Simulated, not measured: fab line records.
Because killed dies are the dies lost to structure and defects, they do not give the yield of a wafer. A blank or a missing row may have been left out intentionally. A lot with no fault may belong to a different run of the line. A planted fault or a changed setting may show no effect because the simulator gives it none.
fab line records | flow n5-finfet
record: lots: 5 wafers: 15 last-day: 18
route steps=1938 shown FIN_SAQP@117 BEOL_M4@1111 PASSIVATION@1936
lots with no fault: from the same line, run without faults
start-h: the number of hours between the record's first day and the start of the first shown wafer of the lot | wait-h: hours since the lot's step before | " identical to the entry in the row above | L1.1+2: a row that stands for several wafers | - no value, or no start was given | * or withheld: withheld | < > ~ a bound
route shown NAME@n: a module of which the file shows steps, and the number in the route of the first | usual: mean and standard deviation over wafers with no fault | same: alike in all rows | chamber/n: place in a boat | sites: readings site by site | _std_site: standard deviation across them | _edge_site: outer sites' mean less inner sites' | radius-mm: how far each site lies from the wafer's centre | mask NAME#n: copy n | behind: the tool/chamber that last shaped the wafer | hold: why the lot was held/for how many hours/how that ended | device: whichever transistor did not switch (one of n, p or np) | end of line: tests run on the same wafers once the route is complete | a step without rows: its recipe alone | killed: count of dies lost to structure and defects at first sort (not the wafer's yield) | map: a wafer's dies, marking killed ones x, the rest . and places with no die _
set.NAME: the setting the step ran with; set.NAME@STEP: the setting that earlier step ran with | model.NAME: the simulator's own value behind a step, which no gauge read
lots at some steps of the route; a table a step, a row a wafer
services: a tool's chamber out of use, with start hour (start-h, from the record's first day; less than 0 if before it), hours out, and reason
== steps ==
step: N5_FIN_SAQP_STRIP_53
recipe: chemistry: N2/H2 temp-c: 40 n2-flow-sccm: 200 h2-flow-sccm: 200 rf-frequency-hz: 6e+07
step: N5_FIN_SAQP_HM_OPEN_73
recipe: chemistry: CHF3/O2 target: SiO2 stop-on: a-Si target-depth-a: 120 over-etch-frac: 1.8 mask-material: SOC time-s: 16.8 pressure-mtorr: 30 source-w: 650 bias-w: 170 Ar_flow_sccm: 200 CHF3_flow_sccm: 50 O2_flow_sccm: 5 ion-energy-ev: 200 ends: end-point
step: N5_FIN_SAQP_STRIP_74
recipe: chemistry: CHF3/O2 resist: SiARC rf-frequency-hz: 6e+07
step: N5_FIN_SAQP_MANDREL_ETCH_22
recipe: target-depth-a: 600 chemistry: HBr/Cl2 target: a-Si stop-on: SiNx bt-time-s: 10 over-etch-frac: 0.5 time-s: 30 pressure-mtorr: 10 icp-w: 800 bias-w: 75 HBr_flow_sccm: 150 Cl2_flow_sccm: 80 ends: end-point
step: N5_FIN_SAQP_STRIP_55
recipe: chemistry: N2/H2 power-w: 500 temp-c: 40 pressure-mtorr: 50 rf-frequency-hz: 6e+07 overash-fraction: 0.3 bias-power-w: 28 h2-frac: 0.5 n2-flow-sccm: 300 h2-flow-sccm: 300
step: N5_FIN_SAQP_STRIP_23
recipe: chemistry: SPM time-s: 750 temp-c: 130 h2so4-h2o2-vol-ratio: 4
step: N5_FIN_SAQP_SRD_66
recipe: dry: ipa-marangoni time-s: 30 temp-c: 23 rinse-liquid: diw
step: N5_FIN_SAQP_RECESS_75
recipe: chemistry: HF/NH3 target: SiO2 target-depth-a: 144 afs-cycles: 3 temp-c: 30 sublimation-temp-c: 180 sublimation-time-s: 60
step: N5_FIN_SAQP_SPACER1_ALD_24
recipe: material: SiO2 target-thk-a: 203 temp-c: 300 ald-precursor-family: BDEAS ald-co-reactant: O2-plasma pulse-time-s: 1 purge-time-s: 2 co-reactant-purge-time-s: 2 ald-cycles: 218 pressure-torr: 2
step: N5_FIN_SAQP_SPACER1_ETCHBACK_25
recipe: chemistry: CHF3/O2 mode: anisotropic-etchback target: SiO2 target-depth-a: 244 time-s: 12.2 pressure-mtorr: 30 source-w: 650 bias-w: 170 Ar_flow_sccm: 200 CHF3_flow_sccm: 50 O2_flow_sccm: 5 ion-energy-ev: 200
step: N5_FIN_SAQP_MANDREL1_REMOVE_56
recipe: chemistry: HBr/Cl2/O2 bt-time-s: 10 target: a-Si stop-on: SiNx endpoint: OES-SiCl over-etch-frac: 1 icp-w: 600 bias-w: 22 HBr_flow_sccm: 150 Cl2_flow_sccm: 80 O2_flow_sccm: 5 pressure-mtorr: 10
step: N5_FIN_SAQP_ETCH_57
recipe: chemistry: CH3F/O2 target: SiNx mask-material: SiO2 target-depth-a: 325 time-s: 46.4 pressure-mtorr: 30 source-w: 395 bias-w: 73 Ar_flow_sccm: 150 CH3F_flow_sccm: 30 O2_flow_sccm: 20 ion-energy-ev: 120 ends: cleared
usual: CH3F_flow_sccm: 30.00/0.084 O2_flow_sccm: 20.01/0.056 drypump-motor-current-A: 5.8/0.39 etch-rf-on-time-s: 46.0/0.85 oes-product-au: 0.70/0.056 rf-vpp-V: 298/3.8 showerhead-plenum-p-Torr: 2.04/0.055 throttle-valve-pct: 16.32/0.19
columns lot.wafer tool chamber start-h wait-h CH3F_flow_sccm O2_flow_sccm drypump-motor-current-A etch-rf-on-time-s oes-product-au rf-hours-counter-h rf-vpp-V showerhead-plenum-p-Torr throttle-valve-pct
L243.2 rie-diel-01 1 48.71 0.2 - - - - - - - - -
L243.4 " 0 " " - - - - - - - - -
L243.6 " 3 " " - - - - - - - - -
L244.1 rie-diel-04 2 53.73 0.2 - - - - - - - - -
L244.2 " 0 " " - - - - - - - - -
L244.4 " 1 " " - - - - - - - - -
L245.1 rie-diel-01 1 59.72 0.0 - - - - - - - - -
L245.2 " 2 " " - - - - - - - - -
L245.4 " 3 " " - - - - - - - - -
L253.1 rie-diel-06 0 107.77 0.2 30.07 20.04 5.9 46.8 0.64 165 290 1.99 16.50
L253.3 " 3 " " 30.13 20.02 5.9 45.6 0.66 124 298 2.01 16.26
L253.6 " 2 " " 29.96 20.02 5.1 46.2 0.64 - 301 2.09 16.18
L258.2 rie-diel-04 2 138.66 0.0 29.91 19.97 5.4 46.0 0.62 188 301 2.06 16.80
L258.4 " 1 " " 29.93 20.11 5.3 47.1 0.71 - 293 2.01 15.98
L258.6 " 3 " " 29.98 20.05 6.5 45.8 0.65 - 301 2.08 16.15
step: N5_FIN_SAQP_ETCH_65
recipe: chemistry: CF4 target: SiO2 target-depth-a: 40 ion-energy-ev: 350 time-s: 4.4 pressure-mtorr: 10 icp-w: 800 bias-w: 400 cf4-flow-sccm: 80
step: N5_FIN_SAQP_MANDREL_ETCH_58
recipe: chemistry: HBr/Cl2 target: a-Si target-depth-a: 450 bt-time-s: 10 stop-on: SiNx mask-material: SiO2 over-etch-frac: 0.8 time-s: 27 pressure-mtorr: 10 icp-w: 800 bias-w: 75 HBr_flow_sccm: 150 Cl2_flow_sccm: 80 ends: end-point
usual: HBr_flow_sccm: 150.0/0.42 bias-w: 74.99/0.25 drypump-motor-current-A: 6.1/0.53 he-backside-leak-sccm: 2.8/0.39 oes-product-au: 0.701/0.011 throttle-valve-pct: 35.63/0.28
same: bt-time-s: 10 over-etch-frac: 0.8
columns lot.wafer tool chamber start-h wait-h HBr_flow_sccm bias-w drypump-motor-current-A he-backside-leak-sccm oes-product-au rf-hours-counter-h throttle-valve-pct
L243.2 rie-si-04 1 48.85 0.0 149.9 74.97 6.1 2.9 0.322 74 36.24
L243.4 " 3 " " 150.0 74.98 6.1 3.0 0.314 132 35.91
L243.6 " 3 " " 149.7 74.71 6.1 2.9 0.318 - 35.90
L244.1 rie-si-01 3 53.87 0.0 150.1 74.99 6.7 2.7 0.327 173 36.48
L244.2 " 2 " " 150.6 74.85 5.5 2.8 0.322 19 36.65
L244.4 " 1 " " 149.7 74.82 6.8 2.9 0.316 62 36.53
L245.1 rie-si-04 2 59.86 0.0 149.0 74.99 6.6 2.4 0.311 61 36.15
L245.2 " 3 " " 149.9 74.71 6.1 5.3 0.315 132 35.90
L245.4 " 0 " " 150.5 74.96 5.8 2.4 0.317 101 35.91
L253.1 rie-si-01 3 107.91 0.0 149.7 74.96 6.7 2.6 0.697 174 35.73
L253.3 " 2 " " 150.5 74.92 5.5 2.8 0.719 20 35.91
L253.6 " 3 " " 150.1 74.91 6.7 2.6 0.700 - 35.74
L258.2 rie-si-01 1 138.80 0.0 149.7 75.21 6.7 3.0 0.688 64 35.77
L258.4 " 2 " " 149.2 75.10 5.5 2.7 0.712 20 35.90
L258.6 " 1 " " 150.4 75.06 6.8 3.3 0.706 - 35.75
step: N5_FIN_SAQP_RECESS_63
recipe: chemistry: HF/NH3 target: SiO2 target-depth-a: 180 afs-cycles: 3 temp-c: 30 sublimation-temp-c: 180 sublimation-time-s: 60
step: N5_FIN_SAQP_COAT_68
recipe: resist: SOC temp-c: 250 time-s: 60 spin-rpm: 1500 resist-thk-nm: 100
step: N5_FIN_SAQP_ETCH_69
recipe: chemistry: N2/H2 target: SOC target-depth-a: 1500 stop-on: SiNx ion-energy-ev: 100 bias-w: 61 pressure-mtorr: 30 source-w: 850 n2-flow-sccm: 200 h2-flow-sccm: 200
usual: bias-w: 61.02/0.17 chamber-pressure-mTorr: 29.999/0.028 drypump-motor-current-A: 5.8/0.43 oes-product-au: 0.79/0.062 rf-vpp-V: 241.2/1.3 showerhead-plenum-p-Torr: 2.58/0.074 throttle-valve-pct: 17.81/0.27
columns lot.wafer tool chamber start-h wait-h bias-w chamber-pressure-mTorr drypump-motor-current-A oes-product-au rf-hours-counter-h rf-vpp-V showerhead-plenum-p-Torr throttle-valve-pct
L243.2 rie-diel-01 0 49.38 - 60.95 30.025 5.7 0.33 28 241.6 2.70 17.77
L243.4 " 2 " " 60.75 29.992 6.2 0.34 19 239.6 2.49 17.74
L243.6 " 3 " " 61.04 29.982 5.6 0.30 - 241.1 2.56 17.81
L244.1 rie-diel-04 2 54.78 - 60.96 30.008 5.5 0.28 158 242.6 2.65 18.27
L244.2 " 0 " " 60.88 29.968 6.4 0.26 226 238.8 2.41 17.97
L244.4 " 3 " " 61.10 29.963 6.5 0.29 141 242.8 2.65 17.45
L245.1 rie-diel-04 0 60.38 - 61.02 30.021 6.4 0.27 228 239.5 2.41 17.99
L245.2 " 3 " " 60.82 29.950 6.5 0.30 143 242.0 2.65 17.46
L245.4 " 2 " " 61.03 30.034 5.4 0.28 160 241.0 2.64 18.25
L253.1 rie-diel-04 2 108.44 - 61.03 29.970 5.4 0.72 176 242.9 2.64 18.33
L253.3 " 0 " " 61.13 30.025 6.4 0.70 245 238.4 2.40 18.06
L253.6 " 2 " " 61.17 30.038 5.5 0.72 - 240.9 2.64 18.34
L258.2 rie-diel-01 3 139.43 - 61.27 30.011 5.6 0.77 126 242.1 2.55 17.92
L258.4 " 2 " " 61.07 30.007 6.3 0.86 53 239.4 2.48 17.88
L258.6 " 3 " " 61.14 30.038 5.6 0.78 - 240.2 2.55 17.92
step: N5_FIN_SAQP_ETCH_67
recipe: chemistry: CH3F/O2 target: SiNx target-depth-a: 300 mask-material: SOC pressure-mtorr: 30 source-w: 395 bias-w: 73 Ar_flow_sccm: 150 CH3F_flow_sccm: 30 O2_flow_sccm: 20 ion-energy-ev: 120
step: N5_FIN_SAQP_STRIP_70
recipe: chemistry: N2/H2 power-w: 500 temp-c: 40 pressure-mtorr: 50 rf-frequency-hz: 6e+07 overash-fraction: 0.3 bias-power-w: 28 h2-frac: 0.5 n2-flow-sccm: 300 h2-flow-sccm: 300
step: N5_FIN_SAQP_RECESS_71
recipe: chemistry: HF/NH3 target: SiO2 target-depth-a: 30 afs-cycles: 1 temp-c: 30 sublimation-temp-c: 180 sublimation-time-s: 60
step: N5_FIN_SAQP_SPACER2_ALD_28
recipe: material: SiO2 target-thk-a: 81 temp-c: 300 ald-precursor-family: BDEAS ald-co-reactant: O2-plasma pulse-time-s: 1 purge-time-s: 2 co-reactant-purge-time-s: 2 pressure-torr: 2
step: N5_FIN_SAQP_SPACER2_ETCHBACK_29
recipe: chemistry: CHF3/O2 mode: anisotropic-etchback target: SiO2 target-depth-a: 122 time-s: 6.1 pressure-mtorr: 30 source-w: 650 bias-w: 170 Ar_flow_sccm: 200 CHF3_flow_sccm: 50 O2_flow_sccm: 5 ion-energy-ev: 200
usual: O2_flow_sccm: 5.001/0.017 drypump-motor-current-A: 5.8/0.35 oes-product-au: 0.82/0.061 rf-vpp-V: 525/6.5 showerhead-plenum-p-Torr: 2.44/0.059 throttle-valve-pct: 18.91/0.17
same: time-s: 6.1
columns lot.wafer tool chamber start-h wait-h O2_flow_sccm drypump-motor-current-A oes-product-au rf-hours-counter-h rf-vpp-V showerhead-plenum-p-Torr throttle-valve-pct
L243.2 rie-diel-01 2 50.01 0.2 4.999 6.2 0.35 19 520 2.37 18.83
L243.4 " 0 " " 4.991 5.8 0.34 28 533 2.55 18.72
L243.6 " 2 " " 5.004 6.2 0.35 - 521 2.37 18.83
L244.1 rie-diel-01 1 55.63 0.4 4.997 5.8 0.32 44 524 2.45 18.66
L244.2 " 3 " " 5.004 5.6 0.30 95 527 2.44 18.91
L244.4 " 0 " " 5.009 5.7 0.33 31 532 2.55 18.73
L245.1 rie-diel-01 3 61.02 0.2 4.985 5.6 0.31 97 527 2.44 18.90
L245.2 " 0 " " 4.999 5.7 0.34 32 533 2.55 18.74
L245.4 " 2 " " 4.990 6.2 0.34 22 520 2.37 18.84
L253.1 rie-diel-06 1 109.11 0.2 4.992 5.7 0.87 49 536 2.45 18.90
L253.3 " 0 " " 4.989 6.0 0.76 166 514 2.39 19.06
L253.6 " 0 " " 5.010 6.0 0.76 - 512 2.39 19.05
L258.2 rie-diel-01 0 141.59 0.2 5.012 5.7 0.86 61 534 2.54 18.89
L258.4 " 2 " " 5.004 6.2 0.87 54 521 2.35 19.00
L258.6 " 2 " " 4.995 6.2 0.86 - 521 2.35 19.00
step: N5_FIN_SAQP_MANDREL2_REMOVE_60
recipe: chemistry: HBr/Cl2/O2 bt-time-s: 10 target: a-Si stop-on: SiNx endpoint: OES-SiCl over-etch-frac: 1 icp-w: 600 bias-w: 22 HBr_flow_sccm: 150 Cl2_flow_sccm: 80 O2_flow_sccm: 5 pressure-mtorr: 10
usual: O2_flow_sccm: 5.000/0.014 drypump-motor-current-A: 6.0/0.5 he-backside-leak-sccm: 2.68/0.25 oes-product-au: 1.006/0.015 throttle-valve-pct: 36.71/0.29
same: bt-time-s: 10 over-etch-frac: 1
columns lot.wafer tool chamber start-h wait-h O2_flow_sccm drypump-motor-current-A he-backside-leak-sccm oes-product-au rf-hours-counter-h throttle-valve-pct
L243.2 rie-si-01 1 50.09 0.1 5.002 6.8 3.17 0.357 62 36.92
L243.4 " 2 " " 5.021 5.5 2.88 0.380 19 37.04
L243.6 " 3 " " 4.998 6.7 2.85 0.384 - 36.84
L244.1 rie-si-04 0 55.72 0.1 4.989 5.8 2.58 0.374 100 36.27
L244.2 " 3 " " 4.998 6.2 2.80 0.366 132 36.27
L244.4 " 2 " " 5.009 6.6 2.33 0.370 61 36.53
L245.1 rie-si-04 0 61.10 0.1 4.990 5.8 2.42 0.373 101 36.28
L245.2 " 2 " " 5.018 6.6 2.22 0.381 61 36.53
L245.4 " 3 " " 5.011 6.1 2.60 0.375 132 36.28
L253.1 rie-si-02 3 109.20 0.1 4.991 5.6 2.57 1.006 91 36.74
L253.3 " 2 " " 5.011 5.4 2.48 1.006 23 36.71
L253.6 " 0 " " 4.996 5.1 2.48 1.035 - 37.01
L258.2 rie-si-02 2 141.68 0.1 4.997 5.4 2.49 1.013 23 36.72
L258.4 " 1 " " 4.995 6.1 2.74 1.020 13 36.73
L258.6 " 3 " " 5.003 5.5 2.52 1.003 - 36.75
step: N5_FIN_SAQP_CD_MEAS_31
recipe: target-cd-nm: 8 landing-energy-ev: 1000 detector: se-inlens polarity: line
usual: cd-nm: 8.12/0.23
columns lot.wafer tool chamber start-h wait-h cd-nm
L243.2 cd-sem-03 0 50.21 0.1 -
L243.4 " 0 " " -
L243.6 " 0 " " -
L244.1 cd-sem-02 0 55.83 0.1 -
L244.2 " 0 " " -
L244.4 " 0 " " -
L245.1 cd-sem-02 0 61.21 0.1 -
L245.2 " 0 " " -
L245.4 " 0 " " -
L253.1 cd-sem-02 0 109.30 0.1 8.23
L253.3 " 0 " " 7.98
L253.6 " 0 " " 7.90
L258.2 cd-sem-02 0 141.79 0.1 8.04
L258.4 " 0 " " 8.00
L258.6 " 0 " " 8.12
step: N5_FIN_SAQP_HM_OPEN_33
recipe: chemistry: CH3F/O2 target: SiNx mask-material: SiO2 target-depth-a: 494 time-s: 70.6 pressure-mtorr: 30 source-w: 395 bias-w: 73 Ar_flow_sccm: 150 CH3F_flow_sccm: 30 O2_flow_sccm: 20 ion-energy-ev: 120 ends: cleared
step: N5_BEOL_M4_RC_MEAS_101
usual: DIBL_N: 36.5/1.2 DIBL_P: 36.5/1.6 IOFF_N: 0.162/0.023 IOFF_P: 0.221/0.03 ION_N: 678/8 ION_P: 466/6.3 SS_N: 71.6/0.46 SS_P: 73.3/0.57 VT_N: 249.2/2.6 VT_P: -249/3.3
columns lot.wafer tool chamber start-h wait-h DIBL_N[mV/V] DIBL_P[mV/V] IOFF_N[nA/um] IOFF_P[nA/um] ION_N[uA/um] ION_P[uA/um] SS_N[mV/dec] SS_P[mV/dec] VT_N[mV] VT_P[mV]
L253.1 prober-02 0 290.96 0.2 35.6 35.1 0.150 0.209 672 462 72.1 73.4 247.5 -250
L253.3 " 0 " " 35.9 36.2 0.153 0.231 677 468 71.6 73.4 248.8 -248
L253.6 " 0 " " 35.7 36.0 0.147 0.218 673 466 71.4 72.4 252.4 -247
L258.2 prober-02 0 324.31 0.2 37.0 36.9 0.177 0.254 684 472 71.3 73.1 247.8 -245
L258.4 " 0 " " 37.1 37.4 0.184 0.257 686 476 71.3 72.9 246.6 -245
L258.6 " 0 " " 39.0 39.8 0.244 0.318 707 482 71.8 74.6 244.1 -244
step: N5_PASSIVATION_PROBE_49
usual: defect-limited-yield: 91.2/1.3 killed_at_M0_to_M3: 34/9.2 killed_at_M4_up: 14/5 killed-at-contacts: 13/6.7 killed-at-front-end: 39/12 killed-at-other: 4/3.3 killed-dies: 104/15 killed-on-rim: 14/3.7 killed-open: 68/12 killed-short: 34/7.5 sort_bin_5_function: 5.2/0.87 sort_bin_6_memory: 3.3/0.63 sort-n-pass: 1076/15 sort-yield-pct: 91.2/1.3
same: gross-dies: 1180 killed-at-back-side: 0 sort_bin_4_leakage[%]: 0 sort_bin_8_speed[%]: 0
columns lot.wafer tool chamber start-h wait-h defect-limited-yield[%] killed_at_M0_to_M3 killed_at_M4_up killed-at-contacts killed-at-front-end killed-at-other killed-dies killed-on-rim killed-open killed-short sort_bin_5_function[%] sort_bin_6_memory[%] sort-n-pass sort-yield-pct[%]
L243.2 prober-02 - 348.86 0.1 0 39 14 8 1111 8 1180 152 58 33 96.6 3.1 0 0
L243.4 prober-02 - 348.96 0.2 0 42 26 27 1083 2 1180 152 94 37 95.8 3.9 0 0
L243.6 prober-02 - 349.06 0.3 0 35 18 7 1113 7 1180 152 74 27 96.6 3.2 0 0
L244.1 prober-01 - 350.12 0.0 0 34 23 12 1110 1 1180 152 74 26 96.8 3.1 0 0
L244.2 prober-01 - 350.17 0.1 0 35 6 16 1121 2 1180 152 63 31 96.5 2.9 0 0
L244.4 prober-01 - 350.27 0.2 0 41 11 5 1122 1 1180 152 59 29 97.0 2.7 0 0
L245.1 prober-02 - 364.77 0.0 0 32 8 7 1130 3 1180 152 50 36 97.0 2.8 0 0
L245.2 prober-02 - 364.82 0.1 0 25 19 4 1127 5 1180 152 64 32 97.0 2.5 0 0
L245.4 prober-02 - 364.92 0.2 0 38 16 16 1109 1 1180 152 88 44 94.4 5.2 0 0
L258.4 prober-01 - 435.76 0.2 92.5 29 20 10 29 1 89 9 66 19 4.5 3.0 1091 92.5
killed by level:class
L243.2 FIN_SAQP:area-etch=1089 BEOL_M0_SAQP:geometric-particle:open=10 BEOL_M0_SAQP:geometric-particle:short=8 BEOL_M2:geometric-particle:open=8 MOL_CONTACT_COAG:geometric-particle:open=6 BEOL_M5:geometric-particle:open=6 STARTING-WAFER:geometric-particle:short=6 BEOL_M1:geometric-particle:short=5
L243.4 FIN_SAQP:area-etch=1048 MOL_CONTACT_COAG:geometric-particle:open=18 STI_FIN_REVEAL:geometric-particle:open=13 BEOL_M4:geometric-particle:open=10 MOL_CONTACT_COAG:geometric-particle:short=9 BEOL_M0_SAQP:geometric-particle:open=9 BEOL_M3:geometric-particle:open=8 BEOL_M0_SAQP:geometric-particle:short=7
L243.6 FIN_SAQP:area-etch=1078 BEOL_M2:geometric-particle:open=13 STI_FIN_REVEAL:geometric-particle:open=12 GATE_CUT:geometric-particle:open=7 MOL_CONTACT_COAG:geometric-particle:open=7 BEOL_M4:geometric-particle:open=6 BEOL_M0_SAQP:geometric-particle:open=5 BEOL_M1:geometric-particle:open=5
L244.1 FIN_SAQP:area-etch=1076 MOL_CONTACT_COAG:geometric-particle:open=12 BEOL_M2:geometric-particle:open=10 BEOL_M4:geometric-particle:open=9 FIN_SAQP:geometric-particle:open=8 FIN_SAQP:geometric-particle:short=7 BEOL_M1:geometric-particle:open=6 BEOL_M3:geometric-particle:open=6
L244.2 FIN_SAQP:area-etch=1086 MOL_CONTACT_COAG:geometric-particle:open=12 BEOL_M2:geometric-particle:open=9 BEOL_M0_SAQP:geometric-particle:open=9 BEOL_M1:geometric-particle:open=7 DUMMY_GATE:geometric-particle:open=6 GATE_CUT:geometric-particle:short=6 FIN_SAQP:geometric-particle:short=5
L244.4 FIN_SAQP:area-etch=1088 BEOL_M2:geometric-particle:open=9 BEOL_M0_SAQP:geometric-particle:open=8 BEOL_M0_SAQP:geometric-particle:short=7 STI_FIN_REVEAL:geometric-particle:open=6 MOL_CONTACT_COAG:geometric-particle:open=5 FIN_SAQP:geometric-particle:open=4 ILD0:geometric-particle:short=4
L245.1 FIN_SAQP:area-etch=1094 FIN_SAQP:geometric-particle:short=11 FIN_SAQP:geometric-particle:open=7 BEOL_M2:geometric-particle:open=7 BEOL_M3:geometric-particle:open=6 MOL_CONTACT_COAG:geometric-particle:open=6 STI_FIN_REVEAL:geometric-particle:open=5 BEOL_M0_SAQP:geometric-particle:open=5
L245.2 FIN_SAQP:area-etch=1084 BEOL_M4:geometric-particle:open=12 FIN_SAQP:geometric-particle:short=9 DUMMY_GATE:geometric-particle:open=7 BEOL_M2:geometric-particle:open=7 STI_FIN_REVEAL:geometric-particle:open=6 BEOL_M3:geometric-particle:open=5 GATE_CUT:geometric-particle:short=4
L245.4 FIN_SAQP:area-etch=1047 FIN_SAQP:geometric-particle:short=19 DUMMY_GATE:geometric-particle:open=14 BEOL_M2:geometric-particle:open=14 MOL_CONTACT_COAG:geometric-particle:open=13 BEOL_M4:geometric-particle:open=10 FIN_SAQP:geometric-particle:open=7 BEOL_M1:geometric-particle:open=6
L258.4 STI_FIN_REVEAL:geometric-particle:open=15 BEOL_M4:geometric-particle:open=11 BEOL_M1:geometric-particle:open=9 MOL_CONTACT_COAG:geometric-particle:open=8 BEOL_M0_SAQP:geometric-particle:short=7 BEOL_M0_SAQP:geometric-particle:open=5 STI_FIN_REVEAL:geometric-particle:short=3 BEOL_M1:geometric-particle:short=3
map L243.2 (x killed, . not)
_________________xxxxxxxxxxxx________________
______________xxxxxxxxxxxxxxxxxx_____________
___________xxxxxxxxxxxxxxxxxxxxxxxx__________
__________xxxxxxxxxxxxxxxxxxxxxxxxxx_________
________xxxxxxxxxxxxxxxxxxxxxxxxxxxxxx_______
_______xxxxxxxxxxxxxxxxxxxxxxxxxxxxxxxx______
______xxxxxxxxxxxxxxxxxxxxxxxxxxxxxxxxxx_____
_____xxxxxxxxxxxxxxxxxxxxxxxxxxxxxxxxxxxx____
____xxxxxxxxxxxxxxxxxxxxxxxxxxxxxxxxxxxxxx___
___xxxxxxxxxxxxxxxxxxxxxxxxxxxxxxxxxxxxxxxx__
___xxxxxxxxxxxxxxxxxxxxxxxxxxxxxxxxxxxxxxxx__
__xxxxxxxxxxxxxxxxxxxxxxxxxxxxxxxxxxxxxxxxxx_
__xxxxxxxxxxxxxxxxxxxxxxxxxxxxxxxxxxxxxxxxxx_
_xxxxxxxxxxxxxxxxxxxxxxxxxxxxxxxxxxxxxxxxxxxx
_xxxxxxxxxxxxxxxxxxxxxxxxxxxxxxxxxxxxxxxxxxxx
_xxxxxxxxxxxxxxxxxxxxxxxxxxxxxxxxxxxxxxxxxxxx
_xxxxxxxxxxxxxxxxxxxxxxxxxxxxxxxxxxxxxxxxxxxx
_xxxxxxxxxxxxxxxxxxxxxxxxxxxxxxxxxxxxxxxxxxxx
_xxxxxxxxxxxxxxxxxxxxxxxxxxxxxxxxxxxxxxxxxxxx
_xxxxxxxxxxxxxxxxxxxxxxxxxxxxxxxxxxxxxxxxxxxx
_xxxxxxxxxxxxxxxxxxxxxxxxxxxxxxxxxxxxxxxxxxxx
__xxxxxxxxxxxxxxxxxxxxxxxxxxxxxxxxxxxxxxxxxx_
__xxxxxxxxxxxxxxxxxxxxxxxxxxxxxxxxxxxxxxxxxx_
___xxxxxxxxxxxxxxxxxxxxxxxxxxxxxxxxxxxxxxxx__
___xxxxxxxxxxxxxxxxxxxxxxxxxxxxxxxxxxxxxxxx__
____xxxxxxxxxxxxxxxxxxxxxxxxxxxxxxxxxxxxxx___
_____xxxxxxxxxxxxxxxxxxxxxxxxxxxxxxxxxxxx____
______xxxxxxxxxxxxxxxxxxxxxxxxxxxxxxxxxx_____
_______xxxxxxxxxxxxxxxxxxxxxxxxxxxxxxxx______
________xxxxxxxxxxxxxxxxxxxxxxxxxxxxxx_______
__________xxxxxxxxxxxxxxxxxxxxxxxxxx_________
___________xxxxxxxxxxxxxxxxxxxxxxxx__________
______________xxxxxxxxxxxxxxxxxx_____________
_________________xxxxxxxxxxxx________________
map L244.1 (x killed, . not)
_________________xxxxxxxxxxxx________________
______________xxxxxxxxxxxxxxxxxx_____________
___________xxxxxxxxxxxxxxxxxxxxxxxx__________
__________xxxxxxxxxxxxxxxxxxxxxxxxxx_________
________xxxxxxxxxxxxxxxxxxxxxxxxxxxxxx_______
_______xxxxxxxxxxxxxxxxxxxxxxxxxxxxxxxx______
______xxxxxxxxxxxxxxxxxxxxxxxxxxxxxxxxxx_____
_____xxxxxxxxxxxxxxxxxxxxxxxxxxxxxxxxxxxx____
____xxxxxxxxxxxxxxxxxxxxxxxxxxxxxxxxxxxxxx___
___xxxxxxxxxxxxxxxxxxxxxxxxxxxxxxxxxxxxxxxx__
___xxxxxxxxxxxxxxxxxxxxxxxxxxxxxxxxxxxxxxxx__
__xxxxxxxxxxxxxxxxxxxxxxxxxxxxxxxxxxxxxxxxxx_
__xxxxxxxxxxxxxxxxxxxxxxxxxxxxxxxxxxxxxxxxxx_
_xxxxxxxxxxxxxxxxxxxxxxxxxxxxxxxxxxxxxxxxxxxx
_xxxxxxxxxxxxxxxxxxxxxxxxxxxxxxxxxxxxxxxxxxxx
_xxxxxxxxxxxxxxxxxxxxxxxxxxxxxxxxxxxxxxxxxxxx
_xxxxxxxxxxxxxxxxxxxxxxxxxxxxxxxxxxxxxxxxxxxx
_xxxxxxxxxxxxxxxxxxxxxxxxxxxxxxxxxxxxxxxxxxxx
_xxxxxxxxxxxxxxxxxxxxxxxxxxxxxxxxxxxxxxxxxxxx
_xxxxxxxxxxxxxxxxxxxxxxxxxxxxxxxxxxxxxxxxxxxx
_xxxxxxxxxxxxxxxxxxxxxxxxxxxxxxxxxxxxxxxxxxxx
__xxxxxxxxxxxxxxxxxxxxxxxxxxxxxxxxxxxxxxxxxx_
__xxxxxxxxxxxxxxxxxxxxxxxxxxxxxxxxxxxxxxxxxx_
___xxxxxxxxxxxxxxxxxxxxxxxxxxxxxxxxxxxxxxxx__
___xxxxxxxxxxxxxxxxxxxxxxxxxxxxxxxxxxxxxxxx__
____xxxxxxxxxxxxxxxxxxxxxxxxxxxxxxxxxxxxxx___
_____xxxxxxxxxxxxxxxxxxxxxxxxxxxxxxxxxxxx____
______xxxxxxxxxxxxxxxxxxxxxxxxxxxxxxxxxx_____
_______xxxxxxxxxxxxxxxxxxxxxxxxxxxxxxxx______
________xxxxxxxxxxxxxxxxxxxxxxxxxxxxxx_______
__________xxxxxxxxxxxxxxxxxxxxxxxxxx_________
___________xxxxxxxxxxxxxxxxxxxxxxxx__________
______________xxxxxxxxxxxxxxxxxx_____________
_________________xxxxxxxxxxxx________________
== services ==
columns tool chamber start-h hours kind
rie-diel-04 - 35.16 2.8 pm
rie-si-02 0 58.77 24.3 repair
rie-si-04 0 87.16 1.8 repair
rie-si-01 - 94.55 1.6 repair
rie-si-01 - 97.24 0.1 repair
rie-diel-04 1 106.06 2.9 repair
rie-si-01 3 109.37 7.2 repair
rie-diel-04 0 124.52 - clean
rie-diel-04 0 124.52 - consumable-replace:focus-ring
rie-diel-04 0 124.52 - consumable-replace:showerhead
rie-diel-04 0 124.52 14.9 scheduled-down
rie-diel-04 0 124.52 14.9 vent-cycle
rie-si-02 - 135.87 4.0 pm
== key ==
first-sign: step: N5_FIN_SAQP_ETCH_57 reading: tool-record direction: missing
effect: step: N5_FIN_SAQP_MANDREL_ETCH_58 reading: oes-product-au direction: down sigmas: 36 usual: 0.701 struck: 0.318
effect: step: N5_FIN_SAQP_ETCH_69 reading: oes-product-au direction: down sigmas: 8.1 usual: 0.79 struck: 0.29
effect: step: N5_FIN_SAQP_SPACER2_ETCHBACK_29 reading: oes-product-au direction: down sigmas: 8 usual: 0.82 struck: 0.33
effect: step: N5_FIN_SAQP_MANDREL2_REMOVE_60 reading: oes-product-au direction: down sigmas: 42 usual: 1.006 struck: 0.373
effect: step: N5_FIN_SAQP_CD_MEAS_31 reading: cd-nm direction: missing
effect: step: N5_PASSIVATION_PROBE_49 reading: sort_bin_5_function direction: up sigmas: 99+ usual: 5.2 struck: 96.4
more-kills-born-at: N5_FIN_SAQP_ETCH_57@rie-diel-01: 6436 N5_FIN_SAQP_ETCH_57@rie-diel-04: 3248
met-at N5_FIN_SAQP_ETCH_57
struck-wafers L243.2,L243.4,L243.6,L244.1,L244.2,L244.4,L245.1,L245.2,L245.4
later-rows-left-out L243.2,L243.4,L243.6,L244.1,L244.2,L244.4,L245.1,L245.2,L245.4
fault: kind: skipped-step-whole tool: rie-diel-01,rie-diel-04 chamber: - onset-h: 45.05 steps: N5_FIN_SAQP_ETCH_57 scope: struck-lots-only
later-rows-left-out: the simulator's readings of these wafers behind a module that went badly wrong aren't trusted and aren't shown, but for the sort
